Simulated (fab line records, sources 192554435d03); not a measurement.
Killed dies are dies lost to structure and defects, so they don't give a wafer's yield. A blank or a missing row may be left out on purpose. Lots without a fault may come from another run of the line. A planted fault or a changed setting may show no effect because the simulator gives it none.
fab line records | flow n5_finfet
record lots=12 wafers=36 last_day=18
route steps=1938 shown BEOL_M4@1095 BEOL_M5@1117
lots that met no fault: from a run of the same line without faults
start_h: hours from the record's first day to the start of the lot's first wafer shown | wait_h: hours since the lot's step before | " the same as in the row above | L1.1+2: a row that stands for several wafers | - no value, or no start given | * or withheld: withheld | < > ~ a bound
route shown NAME@n: a module of which the file shows steps, and the number in the route of the first | usual: mean/standard deviation of fault-free wafers | same: alike in all rows | chamber/n: place in a boat | sites: the reading at each site | _std_site: their standard deviation | _edge_site: outer sites' mean less inner sites' | radius_mm: how far each site lies from the wafer's centre | mask NAME#n: copy n | behind: the tool/chamber that last shaped the wafer | hold: why the lot was held/for how many hours/how that ended | device: the transistor (n, p or np) that didn't switch | end of line: the same wafers' tests at the end of the route | a step without rows: its recipe alone | killed: dies lost to structure and defects at the first sort, not the wafer's yield | map: a wafer's dies, x killed, . not, _ none there
set.NAME: the setting as run; set.NAME@STEP: as run at that earlier step | model.NAME: the simulator's own value behind a step, which no gauge read
steps of the route over a sample of lots; a table a step, a row a wafer
services: from which hour (start_h, from the record's first day; less than 0 if before it) a tool's chamber was out of use, for how many hours, and why
## steps
# step N5_BEOL_M4_ANNEAL_91
# recipe temp_c=400 time_s=240 ambient=vacuum
# usual heater_power_w=761/88 susceptor_temp_C=400.01/0.22
# columns lot.wafer tool chamber start_h wait_h heater_power_w susceptor_temp_C
L643.2 pvd_sputter-03 - 165.37 0.0 708 399.92
L643.3 " - " " 731 399.70
L643.4 " - " " 645 400.36
L644.1 pvd_sputter-01 - 172.30 0.0 651 400.19
L644.2 " - " " 926 399.81
L644.5 " - " " 800 399.92
L645.2 pvd_sputter-01 - 183.66 0.0 806 400.09
L645.4 " - " " 625 400.07
L645.5 " - " " 624 399.88
L646.3 pvd_sputter-01 - 191.63 0.0 812 399.89
L646.5 " - " " 650 400.11
L646.6 " - " " 614 399.95
L655.3 pvd_sputter-02 - 242.14 0.0 775 399.56
L655.4 " - " " 832 400.06
L655.5 " - " " 740 400.15
L658.1 pvd_sputter-01 - 261.63 0.0 627 399.65
L658.2 " - " " 669 399.94
L658.4 " - " " 933 400.09
L660.3 pvd_sputter-02 - 268.45 0.0 767 399.95
L660.4 " - " " 837 400.41
L660.6 " - " " 849 399.69
L661.4 pvd_sputter-01 - 276.24 0.0 804 399.93
L661.5 " - " " 915 399.86
L661.6 " - " " 784 400.13
L664.1 pvd_sputter-01 - 284.51 0.0 780 400.02
L664.2 " - " " 656 400.09
L664.3 " - " " 934 399.85
L662.1 pvd_sputter-03 - 287.29 0.0 660 400.17
L662.4 " - " " 722 400.00
L662.6 " - " " 825 400.19
L665.1 pvd_sputter-01 - 299.46 0.0 654 400.26
L665.3 " - " " 793 399.49
L665.4 " - " " 925 399.84
L666.1 pvd_sputter-02 - 302.44 0.0 828 400.09
L666.3 " - " " 762 400.16
L666.6 " - " " 846 400.25
# step N5_BEOL_M4_ANNEAL_95
# recipe temp_c=400 time_s=240 ambient=vacuum
# usual heater_power_w=760/86 susceptor_temp_C=400.01/0.23
# columns lot.wafer tool chamber start_h wait_h heater_power_w susceptor_temp_C
L643.2 pvd_sputter-03 - 165.81 0.0 706 399.95
L643.3 " - " " 746 400.09
L643.4 " - " " 651 399.38
L644.1 pvd_sputter-01 - 172.74 0.0 666 399.81
L644.2 " - " " 920 399.99
L644.5 " - " " 808 400.08
L645.2 pvd_sputter-01 - 184.10 0.0 794 399.93
L645.4 " - " " 618 400.18
L645.5 " - " " 614 399.29
L646.3 pvd_sputter-01 - 192.07 0.0 776 399.95
L646.5 " - " " 661 400.33
L646.6 " - " " 622 400.25
L655.3 pvd_sputter-02 - 242.58 0.0 784 400.07
L655.4 " - " " 845 400.27
L655.5 " - " " 745 400.22
L658.1 pvd_sputter-01 - 262.11 0.0 626 399.73
L658.2 " - " " 650 399.77
L658.4 " - " " 915 400.24
L660.3 pvd_sputter-02 - 268.89 0.0 770 400.07
L660.4 " - " " 835 399.79
L660.6 " - " " 840 399.93
L661.4 pvd_sputter-01 - 276.68 0.0 800 399.97
L661.5 " - " " 924 400.17
L661.6 " - " " 791 399.89
L664.1 pvd_sputter-01 - 284.95 0.0 803 400.01
L664.2 " - " " 639 399.70
L664.3 " - " " 928 400.32
L662.1 pvd_sputter-03 - 287.73 0.0 659 399.99
L662.4 " - " " 720 400.55
L662.6 " - " " 819 400.03
L665.1 pvd_sputter-01 - 299.90 0.0 666 400.13
L665.3 " - " " 771 399.66
L665.4 " - " " 916 400.29
L666.1 pvd_sputter-02 - 302.88 0.0 851 400.40
L666.3 " - " " 771 399.92
L666.6 " - " " 818 400.02
# step N5_BEOL_M4_SPUTTER_96
# recipe material=Cu target_thk_a=45 temp_c=-20 chamber_pressure_pa=0.07 power_w=withheld time_s=8.29
# usual susceptor_temp_C=-20.00/0.12 throttle_valve_pct=30.2/1.1
# columns lot.wafer tool chamber start_h wait_h susceptor_temp_C throttle_valve_pct
L643.2 pvd_sputter-03 - 165.95 0.1 -19.95 28.6
L643.3 " - " " -19.84 30.0
L643.4 " - " " -19.88 32.8
L644.1 pvd_sputter-01 - 172.88 0.1 -19.85 29.3
L644.2 " - " " -20.05 30.2
L644.5 " - " " -19.95 30.1
L645.2 pvd_sputter-01 - 184.24 0.1 -20.24 29.9
L645.4 " - " " -20.19 30.1
L645.5 " - " " -20.23 30.2
L646.3 pvd_sputter-01 - 192.21 0.1 -20.02 29.9
L646.5 " - " " -20.15 29.4
L646.6 " - " " -19.95 30.3
L655.3 pvd_sputter-02 - 242.72 0.1 -20.23 27.9
L655.4 " - " " -19.89 30.5
L655.5 " - " " -20.13 30.7
L658.1 pvd_sputter-01 - 262.26 0.1 -20.05 30.1
L658.2 " - " " -20.12 29.4
L658.4 " - " " -20.27 30.2
L660.3 pvd_sputter-02 - 269.03 0.1 -19.76 27.9
L660.4 " - " " -20.04 30.5
L660.6 " - " " -19.77 30.8
L661.4 pvd_sputter-01 - 276.82 0.1 -20.03 29.8
L661.5 " - " " -19.99 30.2
L661.6 " - " " -19.92 30.0
L664.1 pvd_sputter-01 - 285.09 0.1 -20.01 29.7
L664.2 " - " " -19.91 29.3
L664.3 " - " " -19.79 30.3
L662.1 pvd_sputter-03 - 287.87 0.1 -20.11 32.7
L662.4 " - " " -19.90 28.9
L662.6 " - " " -19.93 31.8
L665.1 pvd_sputter-01 - 300.04 0.1 -19.75 29.2
L665.3 " - " " -19.94 29.9
L665.4 " - " " -19.80 30.3
L666.1 pvd_sputter-02 - 303.02 0.1 -19.99 30.2
L666.3 " - " " -19.94 28.3
L666.6 " - " " -20.06 30.6
# step N5_BEOL_M5_COAT_59
# recipe resist=SOC temp_c=250 time_s=60 spin_rpm=1500 resist_thk_nm=60
# usual heater_power_total_W=500.3/1.7 plate_temp_C=250.01/0.14
# columns lot.wafer tool chamber start_h wait_h heater_power_total_W plate_temp_C
L643.2 litho_track-05 0 170.99 0.1 501.0 250.02
L643.3 " 0 " " 497.3 249.82
L643.4 " 0 " " 497.6 250.10
L644.1 litho_track-05 0 178.72 0.1 497.9 249.97
L644.2 " 0 " " 498.4 250.16
L644.5 " 0 " " 498.4 249.79
L645.2 litho_track-05 0 189.04 0.1 508.2 253.00
L645.4 " 0 " " 509.2 253.03
L645.5 " 0 " " 506.5 252.78
L646.3 litho_track-05 0 195.63 0.1 509.8 252.59
L646.5 " 0 " " 504.5 252.69
L646.6 " 0 " " 506.2 252.74
L655.3 litho_track-03 0 245.75 0.1 497.5 249.90
L655.4 " 0 " " 502.0 250.12
L655.5 " 0 " " 499.2 249.93
L658.1 litho_track-05 0 266.14 0.1 502.1 250.27
L658.2 " 0 " " 499.2 250.16
L658.4 " 0 " " 500.4 250.17
L660.3 litho_track-03 0 273.35 0.1 500.0 249.80
L660.4 " 0 " " 501.9 249.93
L660.6 " 0 " " 501.9 250.17
L661.4 litho_track-03 0 280.83 0.1 499.4 249.91
L661.5 " 0 " " 500.1 249.69
L661.6 " 0 " " 498.9 250.07
L664.1 litho_track-05 0 288.81 0.1 500.1 250.13
L664.2 " 0 " " 500.6 250.03
L664.3 " 0 " " 498.4 250.04
L662.1 litho_track-05 0 290.78 0.1 502.1 249.92
L662.4 " 0 " " 499.4 249.96
L662.6 " 0 " " 499.2 249.92
L665.1 litho_track-05 0 304.19 0.1 499.5 250.22
L665.3 " 0 " " 498.0 249.99
L665.4 " 0 " " 501.9 249.93
L666.1 litho_track-01 0 307.12 0.1 498.3 249.98
L666.3 " 0 " " 498.3 249.93
L666.6 " 0 " " 501.1 250.02
## services
# columns tool chamber start_h hours kind
pvd_sputter-03 - 168.44 10.5 repair
litho_track-01 - 261.24 - consumable_replace:filter
## key
first_sign step=N5_BEOL_M5_COAT_59 reading=plate_temp_C direction=up sigmas=20 usual=* struck=*
effect step=N5_BEOL_M5_COAT_59 reading=heater_power_total_W direction=up sigmas=4.1 usual=* struck=*
met_at N5_BEOL_M5_COAT_59
struck_lots L645,L646
not_acting_at N5_BEOL_M4_ANNEAL_91,N5_BEOL_M4_ANNEAL_95,N5_BEOL_M4_SPUTTER_96
onset_between 178.72 189.04
fault kind=process_parameter_drift tool=litho_track-05 chamber=- onset_h=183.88 steps=N5_BEOL_M5_COAT_59 channel=temp_c offset=* shape=step end_h=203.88 acts_in=* stated=*
